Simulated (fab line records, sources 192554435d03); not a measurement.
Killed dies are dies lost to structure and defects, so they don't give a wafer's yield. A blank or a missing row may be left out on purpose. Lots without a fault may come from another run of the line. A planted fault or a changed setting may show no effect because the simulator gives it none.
Which tool did it? | flow n5_finfet | 7 lots, 19 wafers sampled, at 9 steps of a route of 1938

WHAT THE GAUGES READ, wafer by wafer
N5_BEOL_M4_RC_MEAS_101. Usual: DIBL_N 37.5 mV/V, standard deviation 2; DIBL_P 37.5 mV/V, standard deviation 2.5; IOFF_N 0.18 nA/um, standard deviation 0.042; IOFF_P 0.24 nA/um, standard deviation 0.046; ION_N 677 uA/um, standard deviation 15; ION_P 464 uA/um, standard deviation 9.5; SS_N 72.0 mV/dec, standard deviation 0.76; SS_P 73.6 mV/dec, standard deviation 0.79; VT_N 249 mV, standard deviation 3.5; VT_P -249 mV, standard deviation 3.2.
lot  | measured     | on        | DIBL_N (mV/V)  | DIBL_P (mV/V)  | IOFF_N (nA/um) | IOFF_P (nA/um) | ION_N (uA/um) | ION_P (uA/um) | SS_N (mV/dec)  | SS_P (mV/dec)  | VT_N (mV)   | VT_P (mV)      | flag
L629 | day 8 05:43  | prober-01 | 34.7 38.8      | 34.3 37.2      | 0.14 0.21      | 0.18 0.21      | 698 670       | 476 459       | 71.2 73.5      | 72.8 73.6      | 254 247     | -251 -253      |
L630 | day 8 13:19  | prober-01 | 36.9 37.5      | 37.5 39.2      | 0.16 0.18      | 0.20 0.23      | 657 670       | 451 455       | 72.8 72.1      | 73.8 74.4      | 251 249     | -256 -250      |
L631 | day 8 14:33  | prober-02 | 36.5 37.0 39.3 | 34.2 36.7 37.7 | 0.13 0.15 0.18 | 0.21 0.26 0.26 | 670 658 680   | 468 464 470   | 71.2 71.2 72.3 | 73.3 73.5 73.6 | 254 250 247 | -247 -248 -245 |
L644 | day 12 02:47 | prober-01 | 37.0 34.2 37.5 | 37.8 33.9 38.3 | 0.19 0.13 0.19 | 0.24 0.19 0.25 | 702 650 671   | 482 451 465   | 72.2 71.8 72.0 | 73.1 72.7 74.7 | 250 252 248 | -248 -251 -247 |
L647 | day 13 02:38 | prober-01 | 34.4 42.0 38.8 | 32.8 42.2 37.2 | 0.13 0.33 0.20 | 0.20 0.38 0.25 | 667 704 686   | 465 485 470   | 71.4 73.0 72.1 | 72.4 74.2 74.1 | 251 238 248 | -249 -242 -247 |
L649 | day 13 17:25 | prober-01 | 39.4 34.4 39.7 | 39.4 34.4 40.4 | 0.22 0.12 0.23 | 0.25 0.18 0.28 | 683 672 697   | 457 465 474   | 72.8 71.4 72.3 | 74.8 73.1 74.5 | 244 251 241 | -249 -254 -249 |
L650 | day 13 19:04 | prober-02 | 37.1 35.2 38.5 | 36.8 35.5 38.6 | 0.19 0.13 0.20 | 0.20 0.18 0.23 | 668 659 673   | 454 452 457   | 72.8 71.5 72.3 | 73.0 73.1 74.2 | 248 251 248 | -253 -253 -249 |

N5_BEOL_M5_INSPECT_30: inspects for defects (brightfield). Usual: raw_defect_count 407, standard deviation 99.
lot  | measured     | on                | raw_defect_count | flag
L629 | day 8 08:58  | defect_inspect-02 | 330 451          |
L630 | day 8 17:58  | defect_inspect-02 | 449 643          |
L631 | day 8 20:23  | defect_inspect-01 | 371 284 331      |
L644 | day 12 08:26 | defect_inspect-02 | 320 314 344      |
L647 | day 13 07:31 | defect_inspect-01 | 417 670 500      |
L649 | day 13 23:19 | defect_inspect-02 | 602 436 339      |
L650 | day 14 01:10 | defect_inspect-01 | 281 357 433      |

N5_BEOL_M5_OCD_MEAS_38. Usual: trench_depth_nm 71.4 nm, standard deviation 1.9.
lot  | measured     | on     | trench_depth_nm (nm) | flag
L629 | day 8 09:25  | ocd-01 | 73.6 70.3            |
L630 | day 8 18:43  | ocd-02 | 72.0 71.1            |
L631 | day 8 21:11  | ocd-02 | 72.2 3.5 72.2        | OFF
L644 | day 12 09:17 | ocd-01 | 72.5 68.3 72.6       |
L647 | day 13 07:58 | ocd-01 | 71.1 70.7 72.6       |
L649 | day 13 23:46 | ocd-02 | 73.5 70.7 69.0       |
L650 | day 14 01:53 | ocd-02 | 75.9 71.1 67.5       |

N5_BEOL_M5_CD_MEAS_35: target cd 28 nm, target cd y 24 nm. Usual: cd_nm 28.2 nm, standard deviation 0.38.
lot  | measured     | on        | cd_nm (nm)     | flag
L629 | day 8 09:34  | cd_sem-02 | 28.5 28.0      |
L630 | day 8 18:52  | cd_sem-02 | 28.1 28.1      |
L631 | day 8 21:20  | cd_sem-01 | 27.2 - 27.8    |
L644 | day 12 09:26 | cd_sem-03 | 28.2 28.5 28.3 |
L647 | day 13 08:08 | cd_sem-02 | 28.0 28.2 28.4 |
L649 | day 13 23:55 | cd_sem-03 | 28.1 28.7 28.0 |
L650 | day 14 02:02 | cd_sem-03 | 28.0 27.7 28.6 |

N5_BEOL_M5_THK_MEAS_53: measures by xrf. Usual: M5_THK 62.0 nm, standard deviation 2.2.
lot  | measured     | on            | M5_THK (nm)    | flag
L629 | day 8 17:31  | film_metro-01 | 62.6 62.0      |
L630 | day 9 01:22  | film_metro-01 | 64.7 61.2      |
L631 | day 9 03:52  | film_metro-01 | 60.1 - 61.4    |
L644 | day 12 15:57 | film_metro-02 | 60.4 60.8 64.9 |
L647 | day 13 14:15 | film_metro-01 | 60.4 61.1 61.7 |
L649 | day 14 07:32 | film_metro-01 | 64.0 62.7 62.2 |
L650 | day 14 10:34 | film_metro-01 | 65.1 62.6 57.4 |

WHICH TOOL RAN EACH LOT (tool, then ch and the chambers of the sampled wafers, then the start)
lot  | N5_BEOL_M5_ETCH_62                 | N5_BEOL_M5_HM_OPEN_17             | N5_BEOL_M5_ETCH_67                 | N5_BEOL_M5_VIA_ETCH_34
L629 | rie_diel-01 ch 2,3, day 8 08:13    | rie_metal-03 ch 0, day 8 08:22    | rie_diel-02 ch 0,2, day 8 09:02    | rie_diel-02 ch 0,2, day 8 09:10
L630 | rie_diel-03 ch 1,3, day 8 15:59    | rie_metal-03 ch 0,1, day 8 16:09  | rie_diel-02 ch 2,3, day 8 18:20    | rie_diel-02 ch 2,3, day 8 18:28
L631 | rie_diel-02 ch 1,2,3, day 8 18:46  | rie_metal-03 ch 0,1, day 8 18:56  | rie_diel-01 ch 1,2, day 8 20:49    | rie_diel-01 ch 1,2, day 8 20:56
L644 | rie_diel-01 ch 1,3, day 12 06:55   | rie_metal-01 ch 0,1, day 12 07:04 | rie_diel-01 ch 1,2,3, day 12 08:55 | rie_diel-01 ch 1,2,3, day 12 09:02
L647 | rie_diel-02 ch 0,1,2, day 13 06:46 | rie_metal-03 ch 1, day 13 06:56   | rie_diel-02 ch 0,2,3, day 13 07:37 | rie_diel-02 ch 0,2,3, day 13 07:44
L649 | rie_diel-03 ch 1,3, day 13 22:12   | rie_metal-03 ch 0,1, day 13 22:22 | rie_diel-03 ch 0,1,2, day 13 23:24 | rie_diel-03 ch 0,1,2, day 13 23:31
L650 | rie_diel-03 ch 0,1,3, day 13 23:06 | rie_metal-03 ch 1, day 13 23:16   | rie_diel-01 ch 0,2,3, day 14 01:31 | rie_diel-01 ch 0,2,3, day 14 01:38
- N5_BEOL_M5_ETCH_62: etches SOC in N2/H2, target depth 75 nm, overetch 15 nm, time 112.5 s.
- N5_BEOL_M5_HM_OPEN_17: chemistry Cl2/BCl3, target TiN, target depth 20 nm, overetch 6 nm.
- N5_BEOL_M5_ETCH_67: etches SiARC in CF4, target depth 15.6 nm, time 26 s.
- N5_BEOL_M5_VIA_ETCH_34: etches SiCOH lowk in C4F6/O2, target depth 88.3 nm, time 39.2 s.

WHAT THE TOOLS THEMSELVES READ (means of the sampled wafers that have a number; where no wafer has one, the mark that the record gives instead)
N5_BEOL_M5_ETCH_62. Usual: drypump_motor_current_A 5.7 A, standard deviation 0.35; oes_product_au 0.60 a.u., standard deviation 0.062; rf_vpp_V 523.6 V, standard deviation 2.4; showerhead_plenum_p_Torr 2.53 Torr, standard deviation 0.082; throttle_valve_pct 17.86 %, standard deviation 0.29.
lot  | tool        | drypump_motor_current_A (A) | oes_product_au (a.u.) | rf_vpp_V (V) | showerhead_plenum_p_Torr (Torr) | throttle_valve_pct (%) | flag
L629 | rie_diel-01 | 5.9                         | 0.60                  | 521.9        | 2.50                            | 17.94                  |
L630 | rie_diel-03 | 6.0                         | 0.59                  | 522.6        | 2.52                            | 17.91                  |
L631 | rie_diel-02 | 5.4                         | 0.64                  | 523.0        | 2.52                            | 17.63                  |
L644 | rie_diel-01 | 5.5                         | 0.56                  | 522.2        | 2.51                            | 17.96                  |
L647 | rie_diel-02 | 5.7                         | 0.58                  | 522.3        | 2.50                            | 18.07                  |
L649 | rie_diel-03 | 5.9                         | 0.57                  | 522.6        | 2.46                            | 17.87                  |
L650 | rie_diel-03 | 5.9                         | 0.56                  | 523.6        | 2.54                            | 17.93                  |

N5_BEOL_M5_HM_OPEN_17. Usual: drypump_motor_current_A 5.6 A, standard deviation 0.57; mfc_cl2_sccm 53.27 sccm, standard deviation 0.15; oes_product_au 0.66 a.u., standard deviation 0.082; throttle_valve_pct 22.03 %, standard deviation 0.23.
lot  | tool         | drypump_motor_current_A (A) | mfc_cl2_sccm (sccm) | oes_product_au (a.u.) | throttle_valve_pct (%) | flag
L629 | rie_metal-03 | 5.8                         | 53.37               | 0.58                  | 22.04                  |
L630 | rie_metal-03 | 5.3                         | 53.15               | 0.68                  | 22.12                  |
L631 | rie_metal-03 | 5.5                         | 53.17               | 0.62                  | 22.15                  |
L644 | rie_metal-01 | 5.8                         | 53.44               | 0.63                  | 21.96                  |
L647 | rie_metal-03 | 4.9                         | 53.30               | 0.72                  | 22.25                  |
L649 | rie_metal-03 | 5.2                         | 53.21               | 0.66                  | 22.20                  |
L650 | rie_metal-03 | 4.8                         | 53.51               | 0.71                  | 22.26                  |

N5_BEOL_M5_ETCH_67. Usual: cf4_flow_sccm 99.98 sccm, standard deviation 0.28; drypump_motor_current_A 5.7 A, standard deviation 0.38; etch_rf_on_time_s 26.0 s, standard deviation 1.1; oes_product_au 0.65 a.u., standard deviation 0.075; rf_vpp_V 183.9 V, standard deviation 1.2; showerhead_plenum_p_Torr 2.13 Torr, standard deviation 0.058; throttle_valve_pct 15.72 %, standard deviation 0.27.
lot  | tool        | cf4_flow_sccm (sccm) | drypump_motor_current_A (A) | etch_rf_on_time_s (s) | oes_product_au (a.u.) | rf_vpp_V (V) | showerhead_plenum_p_Torr (Torr) | throttle_valve_pct (%) | flag
L629 | rie_diel-02 | 99.62                | 5.7                         | 25.8                  | 0.61                  | 183.9        | 2.13                            | 15.95                  |
L630 | rie_diel-02 | 100.17               | 5.2                         | 25.9                  | 0.64                  | 184.6        | 2.12                            | 15.47                  |
L631 | rie_diel-01 | 99.85                | 5.8                         | 25.5                  | 0.65                  | 183.8        | 2.11                            | 15.80                  |
L644 | rie_diel-01 | 99.93                | 5.7                         | 26.4                  | 0.61                  | 183.4        | 2.10                            | 15.81                  |
L647 | rie_diel-02 | 100.14               | 5.6                         | 26.2                  | 0.61                  | 183.8        | 2.12                            | 15.76                  |
L649 | rie_diel-03 | 99.77                | 6.0                         | 26.0                  | 0.67                  | 183.9        | 2.22                            | 15.77                  |
L650 | rie_diel-01 | 99.86                | 5.8                         | 26.3                  | 0.68                  | 183.6        | 2.09                            | 15.56                  |

N5_BEOL_M5_VIA_ETCH_34. Usual: C4F6_flow_sccm 10.00 sccm, standard deviation 0.03; O2_flow_sccm 9.999 sccm, standard deviation 0.027; drypump_motor_current_A 5.7 A, standard deviation 0.38; oes_product_au 0.76 a.u., standard deviation 0.086; rf_vpp_V 667 V, standard deviation 22; showerhead_plenum_p_Torr 2.83 Torr, standard deviation 0.083; throttle_valve_pct 21.0 %, standard deviation 0.31.
lot  | tool        | C4F6_flow_sccm (sccm) | O2_flow_sccm (sccm) | drypump_motor_current_A (A) | oes_product_au (a.u.) | rf_vpp_V (V) | showerhead_plenum_p_Torr (Torr) | throttle_valve_pct (%) | flag
L629 | rie_diel-02 | 10.02                 | 9.987               | 5.8                         | 0.71                  | 652          | 2.83                            | 21.2                   |
L630 | rie_diel-02 | 10.00                 | 9.981               | 5.2                         | 0.75                  | 670          | 2.84                            | 20.8                   |
L631 | rie_diel-01 | 9.97                  | 10.011              | 5.8                         | 0.59                  | 657          | 2.82                            | 21.1                   |
L644 | rie_diel-01 | 10.04                 | 9.995               | 5.7                         | 0.72                  | 670          | 2.80                            | 21.0                   |
L647 | rie_diel-02 | 10.01                 | 10.001              | 5.6                         | 0.72                  | 657          | 2.83                            | 21.0                   |
L649 | rie_diel-03 | 9.97                  | 9.984               | 6.0                         | 0.78                  | 681          | 2.94                            | 21.0                   |
L650 | rie_diel-01 | 9.97                  | 9.982               | 5.8                         | 0.80                  | 686          | 2.77                            | 20.7                   |

THE ANSWER, worked out from the rows above alone
Rule: a lot is off if the mean of its wafers that have a number lies more than 3 standard deviations from the usual mean. A lot without any number at a reading at which 4 lots or more have one is off too. The other lots that the step has rows for count as sound. The gauges are gone through in route order, then the tools' own readings, and for those a lot's mean is taken as printed above. The first step at which some lot is off is used, and at that step the reading that is off furthest; a lot without a number counts as furthest.
Off: L631, at N5_BEOL_M5_OCD_MEAS_38 (trench_depth_nm).
A tool fits if, at a process step before that reading, it ran every lot that is off, and no sound lot after the first of them. The gauges at N5_BEOL_M5_OCD_MEAS_38 are tried like those tools. None of those tried fits.

WHAT THE SIMULATOR HAD PUT IN
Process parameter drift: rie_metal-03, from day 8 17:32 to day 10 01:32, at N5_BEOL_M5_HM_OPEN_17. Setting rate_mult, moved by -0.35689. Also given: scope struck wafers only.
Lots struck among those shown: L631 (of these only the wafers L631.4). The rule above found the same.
